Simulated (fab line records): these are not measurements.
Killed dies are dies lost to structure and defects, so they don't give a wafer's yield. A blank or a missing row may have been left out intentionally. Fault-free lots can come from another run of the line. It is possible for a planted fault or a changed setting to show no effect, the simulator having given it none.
fab line records	flow n5-finfet
record: lots: 7	wafers: 39
route steps=1938 shown FIN_SAQP@96 ILD0@342 HKMG_FIN@429 BEOL_M0_SAQP@640
start-h: start of the lot's first displayed wafer, in hours after the record's first day	wait-h: hours elapsed since this lot's preceding step	" as in the row above	L1.1+2: one row covering several wafers at once	- no value, or no start given	* or withheld: withheld	< > ~ a bound
route shown NAME@n: a module of which the file shows steps, and the number in the route of the first	usual: mean and standard deviation over wafers with no fault	same: alike in all rows	chamber/n: place in a boat	sites: per-site readings	_std_site: how widely they spread, as a standard deviation	_edge_site: outer sites' mean less inner sites'	radius-mm: for every site, how far away it sits from the centre of the wafer	mask NAME#n: copy n	behind: the most recent tool/chamber to have shaped the wafer	hold: what put the lot on hold/how long, in hours/how the hold closed	device: which transistor (n, p or np) failed to switch	end of line: at the end of the route, the tests of the same wafers	where a step has no rows: the recipe by itself	killed: dies lost to structure and defects at the first sort, not the wafer's yield	map: a wafer's dies, x killed, . not, _ none there
set.NAME: the setting as run; set.NAME@STEP: as run at that earlier step	model.NAME: the simulator's own value behind a step, which no gauge read
lots whose settings were changed on purpose; a table a step, a row a wafer
== steps ==
step: N5_FIN_SAQP_HM_DEP_03
recipe: material: SiNx	target-thk-a: 380	temp-c: 400	precursor: SiH4/NH3/N2	pressure-torr: 1.5	rf-w: 300	time-s: 33.6
lot.wafer	tool	chamber	start-h	wait-h	set.target-thk-a	model.SiNx_of_FIN_SAQP_HM_DEP_03.thk-nm
L083.1	pecvd-02	1	75.53	0.2	190.5	19.01
L083.2	"	2	"	"	380	37.47
L083.3	"	0	"	"	380	37.24
L083.4	"	2	"	"	190.5	19.66
L083.5	"	0	"	"	380	37.7
L083.6	"	1	"	"	190.5	18.96
L086.1	pecvd-02	1	94.23	0.3	577.5	57.4
L086.2	"	0	"	"	380	36.79
L086.3	"	2	"	"	577.5	57.08
L086.4	"	0	"	"	577.5	57.58
L086.5	"	1	"	"	380	38.11
L086.6	"	2	"	"	380	37.97
L088.1	pecvd-02	0	106.28	0.2	380	37.39
L088.2	"	1	"	"	380	38.26
L088.3	"	2	"	"	380	37.69
L088.4	"	1	"	"	245.3	25.37
L088.5	"	0	"	"	245.3	24.42
L088.6	"	2	"	"	245.3	24.84
L089.1	pecvd-02	2	113.61	0.2	380	38.09
L089.2	"	1	"	"	380	38.44
L089.3	"	0	"	"	380	37.28
L089.4	"	0	"	"	380	37.86
L089.5	"	1	"	"	380	39.14
L089.6	"	2	"	"	380	38.41
L094.1	pecvd-02	2	142.72	0.2	380	37.72
L094.2	"	0	"	"	380	37.03
L094.3	"	1	"	"	380	38.07
L094.4+6	"	0,2	"	"	380	38.09
L094.5	"	1	"	"	380	39.02
L095.1	pecvd-03	1	148.16	0.2	380	37.82
L095.2	"	0	"	"	480.1	48.34
L095.3	"	2	"	"	380	37.35
L095.4	"	0	"	"	480.1	48.8
L095.5	"	1	"	"	480.1	48.77
L095.6	"	2	"	"	380	38.54
L097.2	pecvd-04	0	159.37	0.2	380	37.93
L097.3	"	2	"	"	380	37.84
L097.6	"	2	"	"	380	38.44
step: N5_FIN_SAQP_THK_MEAS_05
usual: thk-nm: 37.9/0.49
lot.wafer	tool	chamber	start-h	wait-h	set.target-thk-a@FIN_SAQP_HM_DEP_03	thk-nm
L083.1	film-metro-01	-	75.62	0.1	190.5	19.0
L083.2	"	-	"	"	380	37.5
L083.3	"	-	"	"	380	37.2
L083.4	"	-	"	"	190.5	19.7
L083.5	"	-	"	"	380	37.7
L083.6	"	-	"	"	190.5	19.0
L086.1	film-metro-02	-	94.31	0.1	577.5	57.5
L086.2	"	-	"	"	380	36.8
L086.3	"	-	"	"	577.5	57.1
L086.4	"	-	"	"	577.5	57.6
L086.5	"	-	"	"	380	38.1
L086.6	"	-	"	"	380	38.0
L088.1	film-metro-01	-	106.37	0.1	380	37.4
L088.2	"	-	"	"	380	38.2
L088.3	"	-	"	"	380	37.7
L088.4	"	-	"	"	245.3	25.4
L088.5	"	-	"	"	245.3	24.4
L088.6	"	-	"	"	245.3	24.8
L089.1	film-metro-01	-	113.70	0.1	380	38.1
L089.2	"	-	"	"	380	38.4
L089.3	"	-	"	"	380	37.2
L089.4	"	-	"	"	380	37.9
L089.5	"	-	"	"	380	39.1
L089.6	"	-	"	"	380	38.4
L094.1	film-metro-02	-	142.80	0.1	380	37.7
L094.2	"	-	"	"	380	37.1
L094.3	"	-	"	"	380	38.1
L094.4	"	-	"	"	380	38.1
L094.5	"	-	"	"	380	39.0
L094.6	"	-	"	"	380	38.1
L095.1	film-metro-02	-	148.25	0.1	380	37.8
L095.2	"	-	"	"	480.1	48.3
L095.3	"	-	"	"	380	37.4
L095.4	"	-	"	"	480.1	48.8
L095.5	"	-	"	"	480.1	48.7
L095.6	"	-	"	"	380	38.5
L097.2	film-metro-01	-	159.46	0.1	380	38.0
L097.3	"	-	"	"	380	37.9
L097.6	"	-	"	"	380	38.4
step: N5_FIN_SAQP_PECVD_47
recipe: material: a-Si	target-thk-a: 450	temp-c: 400	precursor: SiH4/He	pressure-torr: 3	rf-w: 100	time-s: 36.3
step: N5_FIN_SAQP_PECVD_48
recipe: material: SiNx	target-thk-a: 250	temp-c: 400	precursor: SiH4/NH3/N2	pressure-torr: 1.5	rf-w: 300	time-s: 22.1
step: N5_FIN_SAQP_ETCH_57
recipe: chemistry: CH3F/O2	target: SiNx	mask-material: SiO2	target-depth-a: 325	time-s: 46.4	pressure-mtorr: 30	source-w: 395	bias-w: 73	Ar_flow_sccm: 150	CH3F_flow_sccm: 30	O2_flow_sccm: 20	ion-energy-ev: 120	ends: cleared
step: N5_FIN_SAQP_ETCH_65
recipe: chemistry: CF4	target: SiO2	target-depth-a: 40	ion-energy-ev: 350	time-s: 4.4	pressure-mtorr: 10	icp-w: 800	bias-w: 400	cf4-flow-sccm: 80
step: N5_FIN_SAQP_MANDREL_ETCH_58
recipe: chemistry: HBr/Cl2	target: a-Si	target-depth-a: 450	bt-time-s: 10	stop-on: SiNx	mask-material: SiO2	over-etch-frac: 0.8	time-s: 27	pressure-mtorr: 10	icp-w: 800	bias-w: 75	HBr_flow_sccm: 150	Cl2_flow_sccm: 80	ends: end-point
lot.wafer	tool	chamber	start-h	wait-h	set.target-thk-a@FIN_SAQP_HM_DEP_03	model.SiNx_of_FIN_SAQP_HM_DEP_03.thk-nm
L083.1	rie-si-03	2	79.25	0.0	190.5	19.01
L083.2	"	0	"	"	380	37.4
L083.3	"	1	"	"	380	37.24
L083.4	"	3	"	"	190.5	19.66
L083.5	"	3	"	"	380	37.7
L083.6	"	2	"	"	190.5	18.96
L086.1	rie-si-03	0	97.47	0.0	577.5	57.4
L086.2	"	1	"	"	380	36.79
L086.3	"	3	"	"	577.5	57.08
L086.4	"	2	"	"	577.5	57.58
L086.5	"	1	"	"	380	38.11
L086.6	"	2	"	"	380	37.97
L088.1	rie-si-02	1	112.16	0.0	380	37.2
L088.2	"	3	"	"	380	38
L088.3	"	2	"	"	380	37.69
L088.4	"	0	"	"	245.3	25.2
L088.5	"	3	"	"	245.3	24.2
L088.6	"	0	"	"	245.3	24.8
L089.1	rie-si-02	3	117.80	0.0	380	37.8
L089.2	"	0	"	"	380	38.4
L089.3	"	1	"	"	380	37.2
L089.4	"	2	"	"	380	37.86
L089.5	"	1	"	"	380	39
L089.6	"	2	"	"	380	38.41
L094.1	rie-si-06	3	146.60	0.0	380	37.6
L094.2	"	0	"	"	380	37
L094.3+6	"	1	"	"	380	38
L094.4	"	2	"	"	380	38.09
L094.5	"	0	"	"	380	39
L095.1	rie-si-06	2	152.15	0.0	380	37.82
L095.2	"	3	"	"	480.1	48.2
L095.3	"	1	"	"	380	37.4
L095.4	"	0	"	"	480.1	48.8
L095.5	"	0	"	"	480.1	48.6
L095.6	"	1	"	"	380	38.6
L097.2+3	rie-si-06	1,3	162.79	0.0	380	37.8
L097.6	"	1	"	"	380	38.4
step: N5_FIN_SAQP_RECESS_63
recipe: chemistry: HF/NH3	target: SiO2	target-depth-a: 180	afs-cycles: 3	temp-c: 30	sublimation-temp-c: 180	sublimation-time-s: 60
step: N5_FIN_SAQP_COAT_68
recipe: resist: SOC	temp-c: 250	time-s: 60	spin-rpm: 1500	resist-thk-nm: 100
step: N5_FIN_SAQP_MANDREL2_REMOVE_60
recipe: chemistry: HBr/Cl2/O2	bt-time-s: 10	target: a-Si	stop-on: SiNx	endpoint: OES-SiCl	over-etch-frac: 1	icp-w: 600	bias-w: 22	HBr_flow_sccm: 150	Cl2_flow_sccm: 80	O2_flow_sccm: 5	pressure-mtorr: 10
step: N5_FIN_SAQP_HM_OPEN_33
recipe: chemistry: CH3F/O2	target: SiNx	mask-material: SiO2	target-depth-a: 494	time-s: 70.6	pressure-mtorr: 30	source-w: 395	bias-w: 73	Ar_flow_sccm: 150	CH3F_flow_sccm: 30	O2_flow_sccm: 20	ion-energy-ev: 120	ends: cleared
usual: etch-rf-on-time-s: 69.5/1.4
lot.wafer	tool	chamber	start-h	wait-h	set.target-thk-a@FIN_SAQP_HM_DEP_03	etch-rf-on-time-s	model.etch.depth-nm
L083.1	rie-diel-01	3	80.74	0.1	190.5	34.2	18.38
L083.2	"	2	"	"	380	68.8	36.83
L083.3	"	1	"	"	380	68.6	36.61
L083.4	"	0	"	"	190.5	36.1	19.03
L083.5	"	3	"	"	380	68.9	37.08
L083.6	"	0	"	"	190.5	34.9	18.33
L086.1	rie-diel-06	1	99.30	0.3	577.5	104.0	56.75
L086.2	"	2	"	"	380	66.0	36.16
L086.3	"	0	"	"	577.5	106.3	56.45
L086.4	"	3	"	"	577.5	105.1	56.95
L086.5	"	2	"	"	380	68.6	37.48
L086.6	"	3	"	"	380	68.6	37.34
L088.1	rie-diel-01	3	114.06	0.1	380	67.8	36.64
L088.2	"	0	"	"	380	71.3	37.43
L088.3	"	1	"	"	380	69.1	37.06
L088.4	"	2	"	"	245.3	45.8	24.66
L088.5	"	3	"	"	245.3	43.6	23.59
L088.6	"	0	"	"	245.3	45.9	24.13
L089.1	rie-diel-01	2	119.41	0.1	380	68.5	37.26
L089.2	"	1	"	"	380	70.1	37.73
L089.3	"	0	"	"	380	69.5	36.53
L089.4	"	1	"	"	380	69.2	37.23
L089.5	"	2	"	"	380	71.2	38.38
L089.6	"	0	"	"	380	71.1	37.78
L094.1	rie-diel-01	3	148.07	0.0	380	67.6	36.95
L094.2	"	0	"	"	380	70.4	36.33
L094.3	"	2	"	"	380	69.7	37.41
L094.4	"	3	"	"	380	69.0	37.46
L094.5	"	2	"	"	380	71.1	38.32
L094.6	"	0	"	"	380	72.0	37.42
L095.1	rie-diel-01	3	154.82	0.1	380	67.3	37.19
L095.2	"	2	"	"	480.1	87.1	47.57
L095.3	"	0	"	"	380	70.6	36.69
L095.4	"	2	"	"	480.1	88.7	48.1
L095.5	"	0	"	"	480.1	91.4	48.07
L095.6	"	3	"	"	380	68.2	37.88
L097.2	rie-diel-02	0	164.25	0.0	380	70.3	37.27
L097.3	"	3	"	"	380	69.7	37.08
L097.6	"	3	"	"	380	70.7	37.77
step: N5_ILD0_PRECLEAN_10
recipe: chemistry: NF3:NH3	afs-cycles: 5	time-s: 20	temp-c: 30	sublimation-temp-c: 180	sublimation-time-s: 60	pressure-torr: 3	rf-power-w: 30
lot.wafer	tool	chamber	start-h	wait-h	set.time-s	model.SiO2_flowable_of_ILD0_FCVD_FILL_01.thk-nm
L083.1	remote-plasma-01	1	117.79	0.0	20	122
L083.2	"	1	"	"	31.71	112
L083.3	"	1	"	"	31.71	113.2
L083.4	"	1	"	"	20	121.8
L083.5	"	1	"	"	20	120.6
L083.6	"	1	"	"	31.71	112.6
L086.1	remote-plasma-02	1	137.71	0.0	20	122
L086.2	"	1	"	"	25.15	116.8
L086.3	"	1	"	"	25.15	116
L086.4	"	1	"	"	25.15	115.2
L086.5	"	1	"	"	20	118.6
L086.6	"	1	"	"	20	120
L088.1	remote-plasma-01	1	148.61	0.0	20	120.2
L088.2	"	1	"	"	15.84	122.8
L088.3	"	1	"	"	15.84	123.4
L088.4	"	1	"	"	15.84	124.2
L088.5	"	1	"	"	20	121.6
L088.6	"	1	"	"	20	120.4
L089.1+4	remote-plasma-02	0	154.79	0.0	20	121.4
L089.2	"	0	"	"	20	121.2
L089.3	"	0	"	"	8.965	130.2
L089.5+6	"	0	"	"	8.965	129.6
L094.1	remote-plasma-01	1	184.12	0.0	26.28	115.2
L094.2	"	1	"	"	20	119.6
L094.3	"	1	"	"	20	121.8
L094.4	"	1	"	"	26.28	114.6
L094.5	"	1	"	"	26.28	114.4
L094.6	"	1	"	"	20	121
L095.1	remote-plasma-01	0	191.36	0.0	20	122.6
L095.2	"	0	"	"	20	119.4
L095.3	"	0	"	"	30.84	111.6
L095.4	"	0	"	"	30.84	112
L095.5	"	0	"	"	20	121.4
L095.6	"	0	"	"	30.84	112.4
L097.2	remote-plasma-01	0	202.37	0.3	20	119.4
L097.3	"	0	"	"	20	117.8
L097.6	"	0	"	"	20	120.2
step: N5_HKMG_FIN_DEVELOP_11
recipe: develop-time-s: 30	developer: TMAH	resist: CAR-ArF	dev-temp-c: 23	rinse-liquid: diw	dry: air-spin
lot.wafer	tool	chamber	start-h	wait-h	set.develop-time-s
L083.1+2+4	litho-track-03	0	-	-	39.19
L083.3+5+6	"	0	"	"	30
L086.1+4+5	litho-track-03	0	-	-	15.72
L086.2+3+6	"	0	"	"	30
L088.1+3+6	litho-track-03	0	-	-	45.92
L088.2+4+5	"	0	"	"	30
L089.1+3+4	litho-track-05	0	-	-	40.28
L089.2+5+6	"	0	"	"	30
L094.1+2+3+4+5+6	litho-track-05	0	-	-	30
L095.1+2+3+4+5+6	litho-track-05	0	-	-	30
L097.2+3+6	litho-track-03	0	-	-	30
step: N5_HKMG_FIN_CD_MEAS_12
recipe: target-cd-nm: 92.8	landing-energy-ev: 500	detector: se-inlens
usual: cd-nm: 93.1/0.74
lot.wafer	tool	chamber	start-h	wait-h	set.develop-time-s@HKMG_FIN_DEVELOP_11	cd-nm
L083.1	cd-sem-03	0	133.20	-	39.19	95.4
L083.2	"	0	"	"	39.19	95.2
L083.3	"	0	"	"	30	93.8
L083.4	"	0	"	"	39.19	94.9
L083.5	"	0	"	"	30	93.8
L083.6	"	0	"	"	30	93.7
L086.1	cd-sem-02	0	150.26	-	15.72	90.0
L086.2	"	0	"	"	30	92.9
L086.3	"	0	"	"	30	92.9
L086.4	"	0	"	"	15.72	89.0
L086.5	"	0	"	"	15.72	90.4
L086.6	"	0	"	"	30	93.1
L088.1	cd-sem-03	0	162.57	-	45.92	95.6
L088.2	"	0	"	"	30	94.0
L088.3	"	0	"	"	45.92	95.4
L088.4	"	0	"	"	30	93.2
L088.5	"	0	"	"	30	92.7
L088.6	"	0	"	"	45.92	96.4
L089.1	cd-sem-02	0	167.36	-	40.28	96.0
L089.2	"	0	"	"	30	93.9
L089.3	"	0	"	"	40.28	94.9
L089.4	"	0	"	"	40.28	95.3
L089.5	"	0	"	"	30	93.8
L089.6	"	0	"	"	30	93.7
L094.1	cd-sem-01	0	198.12	-	30	93.1
L094.2	"	0	"	"	30	93.6
L094.3	"	0	"	"	30	93.3
L094.4	"	0	"	"	30	92.4
L094.5	"	0	"	"	30	94.3
L094.6	"	0	"	"	30	93.7
L095.1	cd-sem-02	0	203.99	-	30	93.0
L095.2	"	0	"	"	30	92.7
L095.3	"	0	"	"	30	92.9
L095.4	"	0	"	"	30	93.4
L095.5	"	0	"	"	30	92.5
L095.6	"	0	"	"	30	92.4
L097.2	cd-sem-02	0	216.27	-	30	94.0
L097.3	"	0	"	"	30	94.0
L097.6	"	0	"	"	30	93.2
step: N5_BEOL_M0_SAQP_HM_DEP_111
recipe: material: SiO2	target-thk-a: 120	temp-c: 400	precursor: SiH4/N2O	pressure-torr: 0.75	rf-w: 275	time-s: 7.2
lot.wafer	tool	chamber	start-h	wait-h	set.time-s	model.SiO2_of_BEOL_M0_SAQP_HM_DEP_111.thk-nm
L083.1+2	pecvd-02	0,2	163.80	0.0	10.52	17.4
L083.3	"	1	"	"	7.2	11.8
L083.4	"	1	"	"	7.2	12
L083.5	"	0	"	"	7.2	12.2
L083.6	"	2	"	"	10.52	17.8
L086.1+3	pecvd-02	2,1	185.57	0.0	7.2	12
L086.2	"	0	"	"	4.635	7.6
L086.4+6	"	2,1	"	"	4.635	7.8
L086.5	"	0	"	"	7.2	12.4
L088.1	pecvd-04	1	196.94	0.0	7.2	11.4
L088.2+6	"	2	"	"	7.2	11.8
L088.3+5	"	2,1	"	"	11.02	18.2
L088.4	"	1	"	"	11.02	18
L089.1+6	pecvd-04	1	200.41	0.0	7.2	11.4
L089.2+4	"	2	"	"	5.43	8.8
L089.3	"	1	"	"	5.43	8.4
L089.5	"	2	"	"	7.2	11.8
L094.1+5	pecvd-02	1	229.14	0.0	7.2	11.8
L094.2+4	"	0,1	"	"	5.801	9.6
L094.3	"	0	"	"	5.801	9.8
L094.6	"	0	"	"	7.2	12.2
L095.1	pecvd-02	2	234.88	0.0	11.32	18.6
L095.2+5	"	1	"	"	7.2	11.8
L095.3	"	0	"	"	7.2	12
L095.4+6	"	0,2	"	"	11.32	18.8
L097.2+3	pecvd-04	0,2	254.65	0.0	7.2	12
L097.6	"	0	"	"	7.2	12.2
step: N5_BEOL_M0_SAQP_COAT_81
recipe: resist: SOC	temp-c: 250	time-s: 60	spin-rpm: 1500	resist-thk-nm: 100
step: N5_BEOL_M0_SAQP_COAT_82
recipe: resist: SiARC	temp-c: 220	time-s: 60	spin-rpm: 1500	resist-thk-nm: 30
step: N5_BEOL_M0_SAQP_ETCH_84
recipe: chemistry: N2/H2	target: SOC	target-depth-a: 1000	overetch-a: 200	mask-material: SiARC	temp-c: 40	time-s: 150	ion-energy-ev: 200	pressure-mtorr: 30	source-w: 840	bias-w: 150	n2-flow-sccm: 200	h2-flow-sccm: 200
step: N5_BEOL_M0_SAQP_STRIP_80
recipe: chemistry: N2/H2	temp-c: 40	n2-flow-sccm: 200	h2-flow-sccm: 200	rf-frequency-hz: 6e+07
step: N5_BEOL_M0_SAQP_HM_OPEN_112
recipe: chemistry: CHF3/O2	target: SiO2	stop-on: a-Si	target-depth-a: 120	over-etch-frac: 1.25	mask-material: SOC	time-s: 13.5	pressure-mtorr: 30	source-w: 650	bias-w: 170	Ar_flow_sccm: 200	CHF3_flow_sccm: 50	O2_flow_sccm: 5	ion-energy-ev: 200	ends: end-point
lot.wafer	tool	chamber	start-h	wait-h	set.time-s@BEOL_M0_SAQP_HM_DEP_111	model.etch.depth-nm
L083.1	rie-diel-03	1	164.53	0.0	10.52	17.46
L083.2	"	2	"	"	10.52	17.47
L083.3	"	3	"	"	7.2	11.84
L083.4	"	0	"	"	7.2	12
L083.5	"	3	"	"	7.2	12.2
L083.6	"	0	"	"	10.52	17.73
L086.1	rie-diel-03	2	186.30	0.0	7.2	11.96
L086.2	"	1	"	"	4.635	7.619
L086.3	"	0	"	"	7.2	12.01
L086.4	"	3	"	"	4.635	7.884
L086.5	"	2	"	"	7.2	12.4
L086.6	"	1	"	"	4.635	7.827
L088.1	rie-diel-03	3	197.69	0.0	7.2	11.48
L088.2	"	0	"	"	7.2	11.75
L088.3	"	1	"	"	11.02	18.12
L088.4	"	0	"	"	11.02	18.03
L088.5	"	3	"	"	11.02	18.11
L088.6	"	1	"	"	7.2	11.85
L089.1	rie-diel-03	0	201.70	0.0	7.2	11.46
L089.2	"	3	"	"	5.43	8.721
L089.3	"	1	"	"	5.43	8.495
L089.4	"	0	"	"	5.43	8.799
L089.5	"	1	"	"	7.2	11.71
L089.6	"	3	"	"	7.2	11.32
L094.1	rie-diel-04	1	229.89	0.0	7.2	11.88
L094.2	"	3	"	"	5.801	9.669
L094.3	"	0	"	"	5.801	9.835
L094.4	"	2	"	"	5.801	9.523
L094.5	"	1	"	"	7.2	11.85
L094.6	"	0	"	"	7.2	12.16
L095.1	rie-diel-04	1	235.48	0.0	11.32	18.67
L095.2	"	0	"	"	7.2	11.89
L095.3	"	2	"	"	7.2	12.04
L095.4	"	1	"	"	11.32	18.85
L095.5	"	2	"	"	7.2	11.82
L095.6	"	0	"	"	11.32	18.78
L097.2	rie-diel-04	1	255.37	0.0	7.2	12.06
L097.3	"	3	"	"	7.2	11.93
L097.6	"	3	"	"	7.2	12.18
== key ==
split: step: N5_FIN_SAQP_HM_DEP_03	setting: target-thk-a	stated: 380	by: wafer
response: step: N5_FIN_SAQP_HM_DEP_03	reading: model.SiNx_of_FIN_SAQP_HM_DEP_03.thk-nm	change: +0.375	per: 1%	r: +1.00
response: step: N5_FIN_SAQP_THK_MEAS_05	reading: thk-nm	change: *	per: 1%	r: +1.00
response: step: N5_FIN_SAQP_MANDREL_ETCH_58	reading: model.SiNx_of_FIN_SAQP_HM_DEP_03.thk-nm	change: +0.374	per: 1%	r: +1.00
response: step: N5_FIN_SAQP_HM_OPEN_33	reading: etch-rf-on-time-s	change: *	per: 1%	r: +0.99
response: step: N5_FIN_SAQP_HM_OPEN_33	reading: model.etch.depth-nm	change: +0.375	per: 1%	r: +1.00
split: step: N5_ILD0_PRECLEAN_10	setting: time-s	stated: 20	by: wafer
response: step: N5_ILD0_PRECLEAN_10	reading: model.SiO2_flowable_of_ILD0_FCVD_FILL_01.thk-nm	change: -0.16	per: 1%	r: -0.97
split: step: N5_HKMG_FIN_DEVELOP_11	setting: develop-time-s	stated: 30	by: wafer
response: step: N5_HKMG_FIN_CD_MEAS_12	reading: cd-nm	change: +0.0528	per: 1%	r: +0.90
split: step: N5_BEOL_M0_SAQP_HM_DEP_111	setting: time-s	stated: 7.2	by: wafer
response: step: N5_BEOL_M0_SAQP_HM_DEP_111	reading: model.SiO2_of_BEOL_M0_SAQP_HM_DEP_111.thk-nm	change: +0.121	per: 1%	r: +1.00
response: step: N5_BEOL_M0_SAQP_HM_OPEN_112	reading: model.etch.depth-nm	change: +0.12	per: 1%	r: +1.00
